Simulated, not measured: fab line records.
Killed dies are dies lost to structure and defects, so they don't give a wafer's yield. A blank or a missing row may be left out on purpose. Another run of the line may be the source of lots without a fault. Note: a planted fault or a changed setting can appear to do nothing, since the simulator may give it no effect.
Chamber matching + flow n5Finfet + 4 sister chambers for N5_HKMG_FIN_ALD_21 on aldMetal-01
The step deposits TiN, target thk 1.5 nm, pulse time 1 s, purge time 3 s. 4 wafers are shown with their chamber, then 7 later ones without.

WAFERS PAIRED WITH THEIR CHAMBERS
| wafer  | chamber | heaterPowerW (W) |
|--------|---------|------------------|
| L268.4 | 0       | 838              |
| L268.5 | 1       | 894              |
| L271.3 | 2       | 981              |
| L271.4 | 3       | 802              |

WAFERS WITHOUT THEIR CHAMBER
| wafer  | heaterPowerW (W) |
|--------|------------------|
| L271.6 | 851              |
| L278.2 | 882              |
| L278.4 | 985              |
| L278.6 | 815              |
| L279.1 | 832              |
| L279.2 | 997              |
| L279.5 | 865              |

EACH ONE'S CHAMBER
| wafer  | from the rows above     | in truth |
|--------|-------------------------|----------|
| L271.6 | 0                       | 0        |
| L278.2 | 1                       | 1        |
| L278.4 | 2                       | 2        |
| L278.6 | can't be placed: 3 or 0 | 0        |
| L279.1 | can't be placed: 0 or 3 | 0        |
| L279.2 | 2                       | 2        |
| L279.5 | can't be placed: 0 or 1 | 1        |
Correct placement for 4 of the 7. These rows do not allow placing 3 (true chamber among the candidates in 3). Wrongly placed: 0.
How it was worked out, from the rows above alone: a wafer's distance from a chamber is the root of the sum, over the readings, of the square of ((its reading less the chamber's mean) divided by the reading's scatter). The wafer belongs to the nearest chamber; if the next one is less than 2 further off, it can't be placed. For every chamber, the mean is computed from those of its wafers that are shown. The scatter: with one shown wafer a chamber, the root of the mean of the squares of how far each hidden wafer lies from its nearest shown one.
